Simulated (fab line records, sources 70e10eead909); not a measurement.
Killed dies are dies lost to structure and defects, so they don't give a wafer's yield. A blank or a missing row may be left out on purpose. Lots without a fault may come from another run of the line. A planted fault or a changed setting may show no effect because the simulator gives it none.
Tool commonality check | flow nand_harc | 2 lots, 6 wafers sampled

WHY IT WAS OPENED
At NHARC_END_SORT_01 the reading killed_at_array is flagged on 2 of 2 lots. Wafers without a fault read 26, standard deviation 9.1.
Rule: a lot is flagged when every wafer of it that has a number lies more than 4 standard deviations from that mean, or none has a number. The other lots count as sound.

lot  | measured     | on        | killed_at_array, wafer by wafer | flag
L490 | day 22 08:23 | prober-02 | 110 81 77                       | FLAGGED
L489 | day 22 22:05 | prober-01 | 103 100 99                      | FLAGGED
The numbers of the flagged lots are 95 on average: +69 against the usual, or +8 standard deviations.

WHICH TOOL RAN EACH LOT
The record holds 2 process steps before the reading, out of a route of 1159 steps. In each cell: the tool, then ch and the chambers that the sampled wafers went through, then the start.
lot  | flag    | NHARC_A_CONTACT_DEP_24        | NHARC_THIN_TSV_PRE_CLEAN_50
L490 | FLAGGED | pecvd-02 ch 0,2, day 19 02:25 | pvd_sputter-03, day 22 00:11 or earlier
L489 | FLAGGED | pecvd-02 ch 0,1, day 19 16:42 | pvd_sputter-01, day 22 12:48 or earlier
What these steps do:
- NHARC_A_CONTACT_DEP_24: deposits SiO2, target thk 500 nm.
- NHARC_THIN_TSV_PRE_CLEAN_50: time 30 s.
- NHARC_END_SORT_01

FLAGGED OVER TOTAL, TOOL BY TOOL (the gauges that took the reading come last)
step                        | tool           | lots run | flagged | share of the flagged lots | sound lots run after its first flagged lot
NHARC_A_CONTACT_DEP_24      | pecvd-02       | 2        | 2       | all                       | 0
NHARC_THIN_TSV_PRE_CLEAN_50 | pvd_sputter-01 | 1        | 1       | some                      | 0
NHARC_THIN_TSV_PRE_CLEAN_50 | pvd_sputter-03 | 1        | 1       | some                      | 0
NHARC_END_SORT_01           | prober-01      | 1        | 1       | some                      | 0
NHARC_END_SORT_01           | prober-02      | 1        | 1       | some                      | 0
NHARC_THIN_TSV_PRE_CLEAN_50 gives no start for some lots, so the hours and the order of its lots are those of NHARC_THIN_TSV_CD_MEAS_33.

WHAT THE TABLE ALLOWS
1 row of the table ran every flagged lot: pecvd-02 at NHARC_A_CONTACT_DEP_24.
- pecvd-02 at NHARC_A_CONTACT_DEP_24: 2 of its 2 lots flagged. It ran no sound lot before its first flagged lot in this sample, so the start can't be narrowed down.
One tool is left: pecvd-02 at NHARC_A_CONTACT_DEP_24.

WHAT THE SIMULATOR HAD PUT IN
Chamber particle source: pecvd-02, from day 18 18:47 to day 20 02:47, at NHARC_A_CONTACT_DEP_24. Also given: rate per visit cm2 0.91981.
Lots struck among those shown: L490, L489. The rule above found the same.
